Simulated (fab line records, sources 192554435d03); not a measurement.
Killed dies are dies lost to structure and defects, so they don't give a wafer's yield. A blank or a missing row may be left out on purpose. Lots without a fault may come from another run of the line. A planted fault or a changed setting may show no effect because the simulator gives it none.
Chamber matching | flow n5_finfet | N5_BEOL_M10_STRIP_36 on rie_diel-01: 4 sister chambers
The step strips in N2/H2. 4 wafers are shown with their chamber, then 12 later ones without.

WAFERS WITH THEIR CHAMBER
wafer  | chamber | showerhead_plenum_p_Torr (Torr)
L079.2 | 0       | 2.44
L082.1 | 2       | 2.49
L086.1 | 3       | 2.43
L086.5 | 1       | 2.50

WAFERS WITHOUT THEIR CHAMBER
wafer  | showerhead_plenum_p_Torr (Torr)
L088.1 | 2.49
L088.2 | 2.43
L088.6 | 2.42
L090.1 | 2.49
L090.2 | 2.43
L090.3 | 2.49
L091.1 | 2.49
L091.4 | 2.43
L091.6 | 2.43
L095.2 | 2.49
L095.3 | 2.42
L095.6 | 2.42

WHICH CHAMBER EACH WENT THROUGH
wafer  | from the rows above     | in truth
L088.1 | can't be placed: 2 or 1 | 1
L088.2 | can't be placed: 3 or 0 | 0
L088.6 | can't be placed: 3 or 0 | 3
L090.1 | can't be placed: 2 or 1 | 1
L090.2 | can't be placed: 3 or 0 | 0
L090.3 | can't be placed: 2 or 1 | 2
L091.1 | can't be placed: 2 or 1 | 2
L091.4 | can't be placed: 3 or 0 | 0
L091.6 | can't be placed: 3 or 0 | 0
L095.2 | can't be placed: 2 or 1 | 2
L095.3 | can't be placed: 3 or 0 | 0
L095.6 | can't be placed: 3 or 0 | 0
Placed correctly: 0 of 12. Can't be placed from these rows: 12 (the true chamber is among the candidates in 12). Placed wrongly: 0.
How it was worked out, from the rows above alone: a wafer's distance from a chamber is the root of the sum, over the readings, of the square of ((its reading less the chamber's mean) divided by the reading's scatter). The wafer belongs to the nearest chamber; if the next one is less than 2 further off, it can't be placed. A chamber's mean is the mean of its shown wafers. The scatter: with one shown wafer a chamber, the root of the mean of the squares of how far each hidden wafer lies from its nearest shown one.
